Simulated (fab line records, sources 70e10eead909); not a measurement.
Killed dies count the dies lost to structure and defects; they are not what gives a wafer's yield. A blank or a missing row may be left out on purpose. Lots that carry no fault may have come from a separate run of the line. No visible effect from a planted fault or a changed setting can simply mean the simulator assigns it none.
Problem report in the 8D (eight disciplines) form, filled by code | flow nand_harc | the parts of the form that need people (team, actions taken, sign-off) are left out

## 1. PROBLEM STATEMENT
killed_dies at NHARC_END_SORT_01 reads a mean of 650 on 3 wafers of 2 lots; wafers without a fault read 60 with a standard deviation of 19. Relative to the usual mean, that is a shift of +31 standard deviations.
First seen on wafer L418.5, day 31 00:02, on prober-01. Wafers with a number at this step in the record: 9, from 3 lots. By rule, "out" or "out of limits" means more than 4 standard deviations away from the usual mean. The rest of the wafers with a number are treated as sound.

## 2. WHAT IT IS, AND WHAT IT ISN'T
question                    | is                           | is not
which readings at this step | killed_dies, killed_at_array | killed_at_periphery, killed_open, killed_short
which lots                  | L418, L419                   | L420
which wafers of those lots  | L418.5, L419.1, L419.5       | L418.2, L418.3, L419.2
read on which gauges        | prober-01                    | prober-02
when                        | from day 31 00:02            | up to then (2 sound wafers); but 4 sound wafers of L419, L420 came after

## 3. THE SUSPECTS, EACH WITH WHAT RULES IT OUT
Counting: any tool at a process step up to the reading remains a suspect provided it ran every lot that is out. Sound lots after the first of them don't rule it out here, since some wafers of a struck lot are sound.
- the gauge at NHARC_END_SORT_01 has been ruled out. All the wafers that are out were read on prober-01, but those of them that NHARC_A_STAIRCASE_TRIM_231 has rows for are out there too, on other tools.
- rie_diel-12 at NHARC_A_STAIRCASE_TRIM_222 (chemistry O2, time 211.2 s): kept. It ran every lot that is out, first L418 (day 22 10:52). Because NHARC_A_STAIRCASE_TRIM_222 lacks a start for some lots, the hours and order of its lots are taken from NHARC_A_STAIRCASE_TRIM_231.
- rie_diel-12 at NHARC_A_STAIRCASE_TRIM_224 (chemistry O2, time 211.2 s): kept. It ran every lot that is out, first L418 (day 22 10:52). Because NHARC_A_STAIRCASE_TRIM_224 lacks a start for some lots, the hours and order of its lots are taken from NHARC_A_STAIRCASE_TRIM_231.
- rie_diel-12 at NHARC_A_STAIRCASE_ETCH_230 (etches the open film in C4F8/O2, target depth 100 nm, time 40.5 s): kept. It ran every lot that is out, first L418 (day 22 10:52). Because NHARC_A_STAIRCASE_ETCH_230 lacks a start for some lots, the hours and order of its lots are taken from NHARC_A_STAIRCASE_TRIM_231.
- rie_diel-12 at NHARC_A_STAIRCASE_TRIM_231 (chemistry O2, time 211.2 s): kept. It ran every lot that is out, first L418 (day 22 10:52). On those wafers its own readings are out: oes_product_au.
Left after counting: rie_diel-12 at NHARC_A_STAIRCASE_TRIM_222, rie_diel-12 at NHARC_A_STAIRCASE_TRIM_224, rie_diel-12 at NHARC_A_STAIRCASE_ETCH_230, rie_diel-12 at NHARC_A_STAIRCASE_TRIM_231.

## 4. THE CAUSE (what the simulator had put in)
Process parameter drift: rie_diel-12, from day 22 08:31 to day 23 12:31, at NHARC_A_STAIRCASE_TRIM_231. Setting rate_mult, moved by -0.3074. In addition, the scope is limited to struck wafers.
After counting, 4 suspects remain, this tool included.

## 5. SEQUENCE OF EFFECTS, ordered by route
Each row: a reading whose mean over the struck wafers that have a number lies more than 3 standard deviations from the usual. Only readings whose record carries a usual standard deviation are examined. hours: median over the lots of the time between each lot's start at the first step of this table that gives one and its start at this step. sigmas: the change, counted in usual standard deviations.
hours | step                       | reading         | usual      | on struck wafers | change | sigmas
0     | NHARC_A_STAIRCASE_TRIM_231 | oes_product_au  | 1.001 a.u. | 0.816            | -0.185 | -17
206   | NHARC_END_SORT_01          | killed_at_array | 56         | 648              | +592   | +31
206   | NHARC_END_SORT_01          | killed_dies     | 60         | 650              | +590   | +31
Process steps it contains:
- NHARC_A_STAIRCASE_TRIM_231: chemistry O2, time 211.2 s.

## 6. WHAT WOULD HAVE CAUGHT IT SOONER
208 hours passed between the start of the fault at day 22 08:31 and the first reading out of limits at a measuring or inspecting step in this record, taken at day 31 00:02.
The tool's own readings at NHARC_A_STAIRCASE_TRIM_231 were out on every struck wafer that the step has a row for (oes_product_au): an alarm limit on them would have fired on the first of those.
Each of the lots that are out, 2 in all, had begun NHARC_A_STAIRCASE_TRIM_231 on rie_diel-12 no later than day 31 00:02. A hold on the tool at that time would have spared none of them.
